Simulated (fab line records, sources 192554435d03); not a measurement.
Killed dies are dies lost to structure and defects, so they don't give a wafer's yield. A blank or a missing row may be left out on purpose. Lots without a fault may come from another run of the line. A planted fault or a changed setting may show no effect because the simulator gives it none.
Chamber matching | flow n5_finfet | N5_HKMG_FIN_ALD_74 on ald_hk-01: 4 sister chambers
The step deposits La2O3, target thk 0.5 nm, pulse time 6 s, co reactant pulse time 1 s. 7 wafers are shown with their chamber, then 8 later ones without.

WAFERS WITH THEIR CHAMBER
wafer  | chamber | heater_power_w (W) | precursor_pulse_height_rel
L083.3 | 1       | 334                | 1.027
L086.1 | 3       | 349                | 1.052
L086.5 | 3       | 343                | 1.000
L088.1 | 0       | 303                | 0.950
L088.2 | 1       | 329                | 1.026
L088.6 | 2       | 327                | 1.036
L089.1 | 2       | 332                | 1.018

WAFERS WITHOUT THEIR CHAMBER
wafer  | heater_power_w (W) | precursor_pulse_height_rel
L089.2 | 345                | 1.019
L089.4 | 306                | 1.042
L092.2 | 301                | 0.957
L092.4 | 326                | 0.968
L092.6 | 338                | 0.974
L095.1 | 301                | 0.985
L095.4 | 341                | 1.003
L095.5 | 303                | 0.983

WHICH CHAMBER EACH WENT THROUGH
wafer  | from the rows above          | in truth
L089.2 | 3                            | 3
L089.4 | 0                            | 0
L092.2 | 0                            | 0
L092.4 | can't be placed: 2 or 1      | 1
L092.6 | can't be placed: 1 or 3 or 2 | 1
L095.1 | 0                            | 0
L095.4 | can't be placed: 3 or 1 or 2 | 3
L095.5 | 0                            | 0
Placed correctly: 5 of 8. Can't be placed from these rows: 3 (the true chamber is among the candidates in 3). Placed wrongly: 0.
How it was worked out, from the rows above alone: a wafer's distance from a chamber is the root of the sum, over the readings, of the square of ((its reading less the chamber's mean) divided by the reading's scatter). The wafer belongs to the nearest chamber; if the next one is less than 2 further off, it can't be placed. A chamber's mean is the mean of its shown wafers. The scatter: the root of (the sum of the squares of (reading less its chamber's mean) over the shown wafers, divided by (wafers less chambers)).
